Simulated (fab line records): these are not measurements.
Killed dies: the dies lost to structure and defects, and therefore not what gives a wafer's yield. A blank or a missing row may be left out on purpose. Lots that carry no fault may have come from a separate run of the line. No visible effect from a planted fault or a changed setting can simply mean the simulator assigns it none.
Comparing a struck lot with a sound one || flow nand_harc || 13 out of 1302 route steps
Sound: the wafers L987.1, L987.4, L987.5. Struck: wafer L981.3 (left out: L981.5, L981.6 of the same lot, which were not struck); the cause appears at the end.
Each step with rows lists, per side, the tool, then ch with its chambers, then its first start. Under that, the readings that differ: sound wafers || struck wafers || difference of the means || sigmas: that difference in standard deviations of wafers without a fault.
alike: same words and numbers on both sides, and readings whose means sit less than 2 such deviations apart. not compared: any withheld reading, any reading some wafer has no value for, any bound like >300 that may hide the same value, and any number with overlapping values for which the record gives no deviation.
A row with sigmas, a row that says differs or no value, or rows on one side alone: a step with any of these is where the two part. Numbers that don't overlap but have no deviation are shown without sigmas and don't part them. Lack of a reading on every wafer of one side parts them only where that side has two or more wafers.

NHARC_A_SLIT_CD_MEAS_21:
  sound on cd_sem-03, day 26 15:01; struck on cd_sem-02, day 24 10:43
  alike: cd_nm
then, 3 steps without rows for these wafers: NHARC_A_SIN_REMOVE_WET_00 (chemistry H3PO4, time 15300 s); NHARC_A_SIN_REMOVE_PRECLEAN_01 (cleans in SC1); NHARC_A_SIN_REMOVE_SRD_02.
NHARC_A_SIN_REMOVE_INSPECT_04:
  sound on defect_inspect-02, day 26 21:38; struck on defect_inspect-02, day 24 17:20
  alike: raw_defect_count
then, 1 step without rows for these wafers: NHARC_A_WL_FILL_ALD_00 (deposits Al2O3, target thk 3 nm, pulse time 3 s, ald cycles 30).
NHARC_A_WL_FILL_RTA_01: time 5 s.
  sound on rtp_anneal-01 ch 0, day 26 21:58; struck on rtp_anneal-01 ch 0, day 24 17:57
  alike: lamp_power_pct, wafer_temp_C_max
NHARC_A_WL_FILL_ALD_02: deposits TiN, target thk 2 nm, pulse time 3 s, ald cycles 100.
  sound on ald_metal-02 ch 1,3, day 26 22:13; struck on ald_metal-04 ch 2, day 24 18:08
  alike: heater_power_w, precursor_pulse_height_rel
NHARC_A_WL_FILL_CVD_03: deposits W, target thk 40 nm, time 279 s.
  sound on cvd_w-02 ch 0,1, day 26 22:37; struck on cvd_w-02 ch 1, day 24 18:39
  alike: heater_power_w, throttle_valve_pct
NHARC_A_WL_FILL_ETCHBACK_04: etches the open film in NF3, target depth 60 nm, time 120 s.
  sound on rie_metal-01 ch 0,1, day 26 23:01; struck on rie_metal-02 ch 1, day 24 18:59
  alike: drypump_motor_current_A, oes_product_au
  not compared: rf_hours_counter_h
NHARC_A_WL_FILL_ETCHBACK_05: etches the open film in Cl2/BCl3, target depth 22 nm, time 60 s.
  sound on rie_metal-01 ch 0,1, day 26 23:16; struck on rie_metal-02 ch 1, day 24 19:11
{"reading": "oes_product_au (a.u.)", "sound": "0.997 1.013 1.003", "struck": 1.349, "difference": "+0.345", "sigmas": "+37"}
  alike: drypump_motor_current_A
  not compared: rf_hours_counter_h
NHARC_A_WL_FILL_STRIP_27: strips in N2/H2, time 20 s.
  sound on plasma_asher-01 ch 1, day 26 23:29; struck on plasma_asher-02 ch 0, day 24 19:22
  alike: drypump_motor_current_A, heater_power_w
  not compared: rf_hours_counter_h
-- break in the record here, with 5 days between the starts of the struck wafers on either side (left off in module A_WL_FILL, picked up again in module END, where the first step shown is number 1302 on the route) --
NHARC_END_SORT_01:
  here the record holds rows for the struck wafers (prober-02 ch 0, day 29 15:00) but none for the sound ones

## WHERE THEY PART
Last at NHARC_END_SORT_01 as far as this record goes, first at NHARC_A_WL_FILL_ETCHBACK_05.

WHY: the cause the simulator had injected
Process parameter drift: rie_metal-02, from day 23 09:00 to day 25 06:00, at NHARC_A_WL_FILL_ETCHBACK_05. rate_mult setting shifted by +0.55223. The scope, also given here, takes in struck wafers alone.
